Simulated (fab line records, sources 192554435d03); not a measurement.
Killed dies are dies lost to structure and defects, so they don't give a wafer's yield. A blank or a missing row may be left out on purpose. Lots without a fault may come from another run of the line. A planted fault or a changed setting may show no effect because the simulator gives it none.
A struck lot beside a sound one | flow n5_finfet | 21 steps out of a route of 1938
Sound: wafers L809.1, L809.4, L809.6. Struck: wafers L815.1, L815.3, L815.4. The cause comes at the end.
At each step with rows: each side's tool, then ch and its chambers, then its first start. Under that, the readings that differ: sound wafers | struck wafers | difference of the means | sigmas: that difference in standard deviations of wafers without a fault.
alike: readings whose means differ by less than 2 such deviations, and words and numbers that are the same on both sides. not compared: withheld readings, readings that some wafer has no value for, bounds like >300 that may hide the same value, and numbers for which the record gives no deviation and whose values overlap.
The two part at a step that has a row with sigmas, a row that says differs or no value, or rows on one side only. Numbers that don't overlap but have no deviation are shown without sigmas and don't part them. A reading that every wafer of one side lacks parts them only if that side has two wafers or more.

N5_BEOL_M4_DEP_57: deposits SiCN from 3MS/NH3, target thk 8 nm, time 14 s.
  sound on pecvd-01 ch 0,1,2, day 8 17:32; struck on pecvd-03 ch 0,1, day 10 00:44
  alike: showerhead_plenum_p_Torr, throttle_valve_pct
N5_BEOL_M4_RS_MEAS_58: measures by four-point-probe.
  sound on film_metro-01, day 8 17:36; struck on film_metro-01, day 10 00:49
  alike: M4_RS
N5_BEOL_M4_RC_MEAS_101:
  sound on prober-02 ch 0, day 8 17:39; struck on prober-02 ch 0, day 10 00:52
  reading        | sound                | struck               | difference | sigmas
  IOFF_P (nA/um) | 0.29 0.18 0.19       | 0.31 0.31 0.28       | +0.08      | +2
  ION_N (uA/um)  | 682 665 653          | 692 707 680          | +26        | +2
  ION_P (uA/um)  | 465 455 449          | 484 490 473          | +26        | +3
  VT_P (mV)      | -245.8 -252.4 -250.8 | -241.3 -240.8 -241.1 | +8.6       | +3
  alike: DIBL_N, DIBL_P, IOFF_N, SS_N, SS_P, VT_N
N5_BEOL_M5_ILD_DEP_00: deposits SiCOH lowk from DEMS/porogen, target thk 140.64 nm, time 25.9 s.
  sound on pecvd-02 ch 1,2, day 8 18:37; struck on pecvd-02 ch 0,2, day 10 01:50
  alike: heater_power_w, showerhead_plenum_p_Torr, throttle_valve_pct
then, 1 step without rows for these wafers: N5_BEOL_M5_CURE_79 (cures SiCOH lowk, time 240 s).
N5_BEOL_M5_THK_MEAS_01:
  sound on film_metro-01, day 8 19:11; struck on film_metro-01, day 10 02:25
  reading         | sound             | struck            | difference | sigmas
  M5_ILD_THK (nm) | 119.4 124.2 121.6 | 117.9 116.9 119.2 | -3.7       | -2
N5_BEOL_M5_PECVD_70: deposits SiO2 from TEOS/O2, target thk 16 nm, time 18 s.
  sound on pecvd-01 ch 0,1,2, day 8 19:13; struck on pecvd-04 ch 0,1,2, day 10 02:26
  alike: heater_power_w, showerhead_plenum_p_Torr, throttle_valve_pct
N5_BEOL_M5_HM_DEP_02: deposits TiN, target thk 20 nm.
  sound on pvd_sputter-01, day 8 20:38; struck on pvd_sputter-02, day 10 04:52
  alike: throttle_valve_pct
then, 3 steps without rows for these wafers: N5_BEOL_M5_COAT_59 (time 60 s, resist thk 60 nm); N5_BEOL_M5_COAT_60 (time 60 s, resist thk 12 nm); N5_BEOL_M5_COAT_71 (time 60 s, resist thk 5 nm).
N5_BEOL_M5_COAT_05: resist thk 30 nm.
  sound on litho_track-05 ch 0, day 8 20:46; struck on litho_track-05 ch 0, day 10 04:59
  reading                                      | sound                | struck               | difference | sigmas
  spin_speed_rpm (rpm)                         | 1502.0 1499.5 1501.8 | 1466.3 1464.4 1465.6 | -35.7      | -37
  model.CAR-EUV_of_BEOL_M5_COAT_05.thk_nm (nm) | 30 30 30             | 30.4 30.4 30.4       | +0.4       |
  alike: resist_line_temp_C
then, 5 steps without rows for these wafers: N5_BEOL_M5_EBR_07; N5_BEOL_M5_SOFTBAKE_06 (time 60 s); N5_BEOL_M5_EXPOSE_08 (exposes mask M5, target cd 28 nm); N5_BEOL_M5_PEB_09 (peb time 60 s); N5_BEOL_M5_DEVELOP_10 (develop time 30 s).
N5_BEOL_M5_CD_MEAS_11: target cd 27.74 nm.
  sound on cd_sem-01 ch 0, day 8 21:01; struck on cd_sem-03 ch 0, day 10 05:24
  alike: cd_nm
N5_BEOL_M5_OVL_MEAS_12:
  sound on overlay-01 ch 0, day 8 21:03; struck on overlay-02 ch 0, day 10 05:26
  alike: M5_OVL
N5_BEOL_M5_DESCUM_16: chemistry O2, time 7 s.
  sound on rie_diel-06 ch 0,2,3, day 8 21:17; struck on rie_diel-03 ch 0,1,3, day 10 05:32
  reading                                      | sound    | struck         | difference | sigmas
  model.CAR-EUV_of_BEOL_M5_COAT_05.thk_nm (nm) | 26 26 26 | 26.6 26.6 26.6 | +0.6       |
  alike: drypump_motor_current_A, oes_product_au, rf_vpp_V, showerhead_plenum_p_Torr, throttle_valve_pct
  not compared: rf_hours_counter_h
N5_BEOL_M5_ETCH_72: etches underlayer in N2/H2, target depth 6.5 nm, time 5.2 s.
  sound on rie_diel-06 ch 0,2,3, day 8 21:19; struck on rie_diel-03 ch 0,1,3, day 10 05:34
  alike: drypump_motor_current_A, etch_rf_on_time_s, oes_product_au, rf_vpp_V, showerhead_plenum_p_Torr, throttle_valve_pct
  not compared: rf_hours_counter_h

WHERE THEY PART
First at N5_BEOL_M4_RC_MEAS_101; last, within this record, at N5_BEOL_M5_COAT_05. Later steps at which nothing parts them and some readings are alike: N5_BEOL_M5_CD_MEAS_11, N5_BEOL_M5_OVL_MEAS_12, N5_BEOL_M5_DESCUM_16, N5_BEOL_M5_ETCH_72.

WHY: what the simulator had put in
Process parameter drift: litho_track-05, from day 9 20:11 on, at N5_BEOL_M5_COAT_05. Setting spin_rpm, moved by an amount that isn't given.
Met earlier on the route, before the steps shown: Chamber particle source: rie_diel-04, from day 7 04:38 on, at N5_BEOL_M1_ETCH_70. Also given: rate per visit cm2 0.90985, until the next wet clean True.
